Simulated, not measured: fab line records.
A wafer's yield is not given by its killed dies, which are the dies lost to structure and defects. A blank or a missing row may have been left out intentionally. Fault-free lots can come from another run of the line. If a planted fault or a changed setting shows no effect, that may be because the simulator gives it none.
Matching of chambers ; flow nand-harc ; ald-hk-02 running NHARC_A_CHANNEL_FILL_D1_ALD_14: 4 sister chambers
The step deposits SiO2, target thk 2.5 nm, pulse time 10 s, ald cycles 25. 16 wafers are shown with their chamber, then 8 later ones without.

WAFERS PAIRED WITH THEIR CHAMBERS
wafer;chamber;heater-power-w (W);precursor-pulse-height-rel
L675.1;1;440;1.013
L675.4;3;463;0.997
L675.5;3;465;1.025
L676.1;2;394;1.020
L676.4;1;432;0.979
L676.5;1;437;0.998
L678.2;3;456;0.994
L678.3;2;399;1.020
L678.5;2;403;1.025
L683.1;3;453;0.971
L683.3;1;431;1.000
L683.5;2;406;0.940
L688.1;3;464;0.972
L688.4;0;467;1.007
L688.5;0;459;0.985
L691.2;1;440;1.004

SIGNATURES, as means of the wafers listed above
reading;chamber 0;chamber 1;chamber 2;chamber 3;scatter within a chamber
heater-power-w;463.00;436.00;400.50;460.20;5.01
precursor-pulse-height-rel;0.99600;0.99880;1.00125;0.99180;0.0256
Rule: a wafer lies at a distance from a chamber equal to the root of the sum of squares, over the readings, of (its reading less the chamber's mean, divided by the reading's scatter). If the next closest chamber is less than 2 further off than the closest, the wafer can't be placed; otherwise it belongs to the closest. The scatter is the square root of a quotient: the sum, over the shown wafers, of each reading's squared deviation from its chamber's mean, divided by wafers minus chambers.

WAFERS WHOSE CHAMBER IS MISSING
wafer;heater-power-w (W);precursor-pulse-height-rel
L691.3;452;0.985
L691.6;458;0.985
L694.1;403;1.029
L694.2;453;1.017
L694.4;443;0.985
L697.2;440;1.007
L697.4;399;0.991
L697.5;448;1.024

EACH ONE'S CHAMBER
wafer;from the rows above;in truth
L691.3;can't be placed: 3 or 0 or 1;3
L691.6;can't be placed: 3 or 0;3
L694.1;2;2
L694.2;can't be placed: 3 or 0 or 1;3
L694.4;can't be placed: 1 or 3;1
L697.2;1;1
L697.4;2;2
L697.5;can't be placed: 1 or 3 or 0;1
Correctly placed: 3 of 8. Cannot be placed on the basis of these rows: 5; the candidates contain the true chamber in 5. Wrongly placed: 0.
